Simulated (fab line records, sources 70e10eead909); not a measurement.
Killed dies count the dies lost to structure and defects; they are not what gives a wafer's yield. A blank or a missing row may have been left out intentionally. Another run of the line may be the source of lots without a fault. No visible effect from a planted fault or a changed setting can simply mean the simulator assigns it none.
Matching of chambers    flow nandHarc    NHARC_A_STAIRCASE_ETCH_169 on rieDiel-05: 4 sister chambers
The step etches the open film in CH3F/O2, target depth 50 nm, time 107.1 s. 4 wafers are shown with their chamber, then 12 later ones without.

== WAFERS WITH THEIR CHAMBER ==
wafer   chamber  showerheadPlenumPTorr (Torr)
L085.4  3        2.34
L085.5  2        2.49
L086.2  0        2.34
L086.5  1        2.52

== WAFERS WITHOUT THEIR CHAMBER ==
wafer   showerheadPlenumPTorr (Torr)
L087.3  2.34
L087.4  2.48
L087.5  2.33
L090.3  2.34
L090.4  2.52
L090.5  2.33
L092.1  2.34
L092.5  2.48
L092.6  2.51
L096.1  2.48
L096.2  2.34
L096.3  2.51

== WHICH CHAMBER EACH WENT THROUGH ==
wafer   from the rows above      in truth
L087.3  can't be placed: 0 or 3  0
L087.4  2                        2
L087.5  can't be placed: 0 or 3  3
L090.3  can't be placed: 0 or 3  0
L090.4  1                        1
L090.5  can't be placed: 0 or 3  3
L092.1  can't be placed: 0 or 3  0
L092.5  2                        2
L092.6  can't be placed: 1 or 2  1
L096.1  2                        2
L096.2  can't be placed: 0 or 3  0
L096.3  can't be placed: 1 or 2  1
Correct placement for 4 of the 12. Can't be placed from these rows: 8 (the true chamber is among the candidates in 8). Wrongly placed: 0.
How it was worked out, from the rows above alone: a wafer's distance from a chamber is the root of the sum, over the readings, of the square of ((its reading less the chamber's mean) divided by the reading's scatter). The wafer belongs to the nearest chamber; if the next one is less than 2 further off, it can't be placed. A chamber's mean is the mean of its shown wafers. The scatter (one wafer shown for each chamber): square how far every hidden wafer sits from the nearest shown wafer, average those squares and take the square root.
